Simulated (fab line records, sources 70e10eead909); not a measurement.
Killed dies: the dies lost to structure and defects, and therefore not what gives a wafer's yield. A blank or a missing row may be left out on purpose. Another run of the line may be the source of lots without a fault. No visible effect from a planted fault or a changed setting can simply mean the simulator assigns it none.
Matching of chambers / flow nandHarc / 4 sister chambers for NHARC_A_CHANNEL_HOLE_D1_ETCH_38 on rieDiel-02
The step etches the open film in CF4, target depth 39 nm, time 65 s. 8 wafers are shown with their chamber, then 7 later ones without.

## WAFERS WITH THEIR CHAMBER
wafer=L837.6; chamber=2; throttleValvePct (%)=13.276; rfVppV (V)=153.3
wafer=L838.5; chamber=2; throttleValvePct (%)=13.288; rfVppV (V)=150.7
wafer=L843.2; chamber=1; throttleValvePct (%)=13.295; rfVppV (V)=151.8
wafer=L842.3; chamber=0; throttleValvePct (%)=13.306; rfVppV (V)=152.3
wafer=L842.6; chamber=3; throttleValvePct (%)=13.292; rfVppV (V)=151.1
wafer=L846.2; chamber=0; throttleValvePct (%)=13.288; rfVppV (V)=153.1
wafer=L846.3; chamber=1; throttleValvePct (%)=13.286; rfVppV (V)=151.0
wafer=L846.4; chamber=3; throttleValvePct (%)=13.297; rfVppV (V)=151.4

## WAFERS WITHOUT THEIR CHAMBER
wafer=L847.2; throttleValvePct (%)=13.266; rfVppV (V)=151.4
wafer=L847.4; throttleValvePct (%)=13.284; rfVppV (V)=152.7
wafer=L847.5; throttleValvePct (%)=13.284; rfVppV (V)=149.2
wafer=L850.2; throttleValvePct (%)=13.277; rfVppV (V)=150.2
wafer=L858.3; throttleValvePct (%)=13.282; rfVppV (V)=152.5
wafer=L858.4; throttleValvePct (%)=13.293; rfVppV (V)=149.7
wafer=L858.6; throttleValvePct (%)=13.268; rfVppV (V)=151.2

## WHICH CHAMBER EACH WENT THROUGH
wafer=L847.2; from the rows above=can't be placed: 2 or 1 or 3 or 0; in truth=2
wafer=L847.4; from the rows above=can't be placed: 2 or 1 or 0 or 3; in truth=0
wafer=L847.5; from the rows above=can't be placed: 1 or 3 or 2 or 0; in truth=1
wafer=L850.2; from the rows above=can't be placed: 2 or 1 or 3 or 0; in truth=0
wafer=L858.3; from the rows above=can't be placed: 2 or 1 or 0 or 3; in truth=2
wafer=L858.4; from the rows above=can't be placed: 3 or 1 or 2 or 0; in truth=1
wafer=L858.6; from the rows above=can't be placed: 2 or 1 or 3 or 0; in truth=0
Correct placement for 0 of the 7. Unplaceable from these rows: 7, with the true chamber sitting among the candidates in 7. 0 placed wrongly.
How it was worked out, from the rows above alone: a wafer's distance from a chamber is the root of the sum, over the readings, of the square of ((its reading less the chamber's mean) divided by the reading's scatter). The wafer belongs to the nearest chamber; if the next one is less than 2 further off, it can't be placed. For every chamber, the mean is computed from those of its wafers that are shown. How the scatter is found: for the shown wafers, subtract from each reading the mean of its chamber, square and add these, divide the total by (wafers less chambers), then take the root.
